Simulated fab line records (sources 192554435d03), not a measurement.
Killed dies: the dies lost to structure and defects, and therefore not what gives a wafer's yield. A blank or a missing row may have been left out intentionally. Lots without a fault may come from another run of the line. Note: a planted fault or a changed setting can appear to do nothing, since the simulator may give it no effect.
2 desks, one fault -- flow n5Finfet -- each desk has only its own numbers; what lay behind them comes last

## THE DEFECT DESK
Per lot, the means of the sampled wafers with a number show what the inspections along the route counted. If a lot's mean is further than 4 standard deviations from the usual mean, the lot is out of limits and carries the mark OUT (the distance appears in the brackets).
Columns: A = rawDefectCount at N5_START_INSPECT_01, usual 5.5
lot,first seen here,A
L259,day 1 12:02,7.0
L260,day 1 18:02,6.7
L262,day 2 06:02,4.7
L267,day 3 12:02,5.3
L268,day 3 18:02,6.0
L270,day 4 06:02,6.0
L275,day 5 12:02,5.3
L276,day 5 18:02,5.0
L279,day 6 12:02,5.7
L281,day 7 00:02,5.7
L282,day 7 06:02,6.3
This desk's finding: nothing out of limits on any of the 11 lots.

## METROLOGY DESK
Means of the sampled wafers that have a number, per lot and without regard to the tool the lot ran on: this is what the gauges read. If a lot's mean is further than 4 standard deviations from the usual mean, the lot is out of limits and carries the mark OUT (the distance appears in the brackets). Readings shown: 7 out of 13 (the first out of limits, and those lying furthest out on some lot).
Columns: A = cdNm at N5_WELL_APT_CD_MEAS_25, usual 199.7 nm; B = DIBL_P at N5_BEOL_M4_RC_MEAS_101, usual 36.0 mV/V; C = IOFF_N at N5_BEOL_M4_RC_MEAS_101, usual 0.155 nA/um; D = IOFF_P at N5_BEOL_M4_RC_MEAS_101, usual 0.20 nA/um; E = ION_N at N5_BEOL_M4_RC_MEAS_101, usual 672 uA/um; F = ION_P at N5_BEOL_M4_RC_MEAS_101, usual 461 uA/um; G = VT_P at N5_BEOL_M4_RC_MEAS_101, usual -251.0 mV
lot,first seen here,A,B,C,D,E,F,G
L259,day 1 15:16,201.2,34.5,0.130,0.16,665,451,-255.5
L260,day 1 20:50,199.2,34.1,0.118,0.18,664,461,-252.2
L262,day 2 09:07,201.3,39.8,0.208,0.27,694,473,-246.8
L267,day 3 16:01,184.3 (-7.3) OUT,36.6,0.160,0.20,683,464,-251.2
L268,day 3 21:01,174.8 (-12) OUT,37.0,0.154,0.21,680,468,-249.7
L270,day 4 08:51,188.6 (-5.3) OUT,35.6,0.161,0.21,679,466,-251.4
L275,day 5 15:48,199.0,39.2,0.177,0.22,677,460,-251.3
L276,day 5 21:13,199.3,37.7,0.159,0.19,671,459,-254.7
L279,day 6 14:58,196.3,36.7,0.168,0.22,676,464,-248.0
L281,day 7 03:29,201.4,33.7,0.129,0.17,672,459,-252.9
L282,day 7 09:29,200.9,35.7,0.166,0.22,669,458,-249.7
This desk finds L267, L268, L270 out of limits, L267 being first, at day 3 16:01 (cdNm at N5_WELL_APT_CD_MEAS_25). Within limits: L259, L260, L262, L275, L276, L279, L281, L282.

## ALL TOGETHER
At day 3 16:01 the metrology desk could have sounded an alarm, on L267, L268, L270.
Nothing out of limits was seen by the defect desk.
The defect desk has L267, L268, L270 on record, within its limits.
On krfScanner-01, each named lot ran N5_WELL_APT_EXPOSE_22.

## WHAT HAD BEEN PUT IN BY THE SIMULATOR
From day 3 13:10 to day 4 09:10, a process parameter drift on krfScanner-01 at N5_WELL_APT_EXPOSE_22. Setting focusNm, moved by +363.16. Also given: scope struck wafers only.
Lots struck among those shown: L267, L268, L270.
Hours from the fault's start to each desk's first reading out of limits: the metrology desk, 3.
